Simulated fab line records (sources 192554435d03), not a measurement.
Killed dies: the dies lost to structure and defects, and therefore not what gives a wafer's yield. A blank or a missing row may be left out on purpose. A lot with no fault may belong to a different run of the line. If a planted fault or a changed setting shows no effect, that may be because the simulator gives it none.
Split-lot trial	flow n5Finfet	route with 1938 steps; 7 lots, 39 wafers read

SPLIT DETAILS
At N5_BEOL_M7_ILD_DEP_00 (deposits SiCOH lowk from DEMS/porogen, target thk 179.75 nm, time 33.4 s), the setting timeS was moved away from the recipe's 33.4 s on 18 of the 39 wafers read, by -28.5% to +47.2%. The other wafers ran this setting at the recipe's value.

THE PATH FROM SPLIT TO READING: the file shows 1 step between them
- N5_BEOL_M7_CURE_74: cures SiCOH lowk, time 240 s

THE READING
Values of M7_ILD_THK in nm from N5_BEOL_M7_THK_MEAS_01. On this fab line, fault-free wafers typically give 154.1 nm with a standard deviation of 2.1 nm.

wafer	tool, chamber at the split	timeS as run, s	against the recipe	M7_ILD_THK, nm	against lot-mates on the recipe
L079.1	pecvd-02, 0	33.4	recipe	152.6	-
L079.2	pecvd-02, 2	33.4	recipe	153.5	-
L079.3	pecvd-02, 1	33.4	recipe	153.4	-
L079.4	pecvd-02, 2	23.89	-28.5%	113.6	-39.6
L079.5	pecvd-02, 0	23.89	-28.5%	110.1	-43.1
L079.6	pecvd-02, 1	23.89	-28.5%	113.0	-40.2
L082.1	pecvd-02, 1	33.4	recipe	153.9	-
L082.2	pecvd-02, 0	33.4	recipe	152.3	-
L082.3	pecvd-02, 2	48.09	+44.0%	221.3	+67.1
L082.4	pecvd-02, 1	33.4	recipe	156.4	-
L082.5	pecvd-02, 2	48.09	+44.0%	225.5	+71.3
L082.6	pecvd-02, 0	48.09	+44.0%	221.3	+67.1
L089.1	pecvd-02, 0	33.4	recipe	150.8	-
L089.2	pecvd-02, 1	43.32	+29.7%	198.9	+45.3
L089.3	pecvd-02, 2	33.4	recipe	153.4	-
L089.4	pecvd-02, 0	43.32	+29.7%	199.4	+45.8
L089.5	pecvd-02, 1	43.32	+29.7%	199.9	+46.3
L089.6	pecvd-02, 2	33.4	recipe	156.7	-
L090.1	pecvd-02, 0	33.4	recipe	148.9	-
L090.2	pecvd-02, 2	33.4	recipe	153.4	-
L090.3	pecvd-02, 1	33.4	recipe	152.1	-
L090.4	pecvd-02, 1	46.91	+40.4%	217.3	+65.8
L090.5	pecvd-02, 0	46.91	+40.4%	214.9	+63.4
L090.6	pecvd-02, 2	46.91	+40.4%	218.8	+67.3
L094.1	pecvd-02, 1	49.17	+47.2%	223.8	+68.9
L094.2	pecvd-02, 0	49.17	+47.2%	221.6	+66.7
L094.3	pecvd-02, 2	33.4	recipe	155.2	-
L094.4	pecvd-02, 2	33.4	recipe	156.8	-
L094.5	pecvd-02, 1	49.17	+47.2%	227.2	+72.3
L094.6	pecvd-02, 0	33.4	recipe	152.8	-
L097.1	pecvd-01, 0	39.1	+17.1%	179.4	+23.2
L097.2	pecvd-01, 2	39.1	+17.1%	179.1	+22.9
L097.3	pecvd-01, 1	39.1	+17.1%	179.0	+22.8
L097.4	pecvd-01, 0	33.4	recipe	156.3	-
L097.5	pecvd-01, 1	33.4	recipe	157.1	-
L097.6	pecvd-01, 2	33.4	recipe	155.3	-
L095.1	pecvd-02, 0	33.4	recipe	152.0	-
L095.2	pecvd-02, 1	33.4	recipe	151.5	-
L095.6	pecvd-02, 2	33.4	recipe	156.7	-

THE FIT
A straight line over all 39 wafers: M7_ILD_THK changes by +1.52 nm for each +1% of timeS; r = +1.00; the points scatter about the line by 2.2 nm.
The same after taking each lot's own level away (the mean of its wafers on the recipe; 39 wafers): +1.52 nm for each +1%; r = +1.00; scatter 2.5 nm.
That fit puts the effect of the largest move of timeS on the reading at 72 nm.
The lots' own levels span 151.47 to 156.23 nm, that is 2.3 times the standard deviation above.
The two slopes agree, so the slope changes little with the lot-to-lot level.
Check: with one of the wafers moved furthest among these (+47.2%) left out of the fit, the line predicts +72.2 nm for it against its lot-mates. It came out at +68.9 nm against them.

THE OTHER SPLITS THESE WAFERS WENT THROUGH
These wafers also went through other splits before the reading. Each is held against what the fit with the lots' levels taken away leaves over:
other split on the same wafers	wafers away from the commonest value	r with M7_ILD_THK (lot level and that fit taken away)
N5_BEOL_M0_SAQP_ETCH_106 targetDepthA	9	+0.26
N5_BEOL_M1_HM_DEP_02 targetThkA	6	-0.39

THE WHOLE CHAIN: every reading that the file lists as answering this split, in the file's order
step	what it does	reading	change (the file's fit)	r (the file's)
N5_BEOL_M7_ILD_DEP_00	deposits SiCOH lowk from DEMS/porogen, target thk 179.75 nm, time 33.4 s	SiCOH_lowk_of_BEOL_M7_ILD_DEP_00.thkNm (the simulator's own value, which no gauge read)	+1.74 nm for each +1% of the setting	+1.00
N5_BEOL_M7_CURE_74	cures SiCOH lowk, time 240 s	SiCOH_lowk_of_BEOL_M7_ILD_DEP_00.thkNm (the simulator's own value, which no gauge read)	+1.52 nm for each +1% of the setting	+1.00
N5_BEOL_M7_THK_MEAS_01		M7_ILD_THK	+1.52 for each +1% of the setting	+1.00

THE FILE'S OWN FIT
M7_ILD_THK changes by +1.52 nm for each +1% of timeS, r = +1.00.
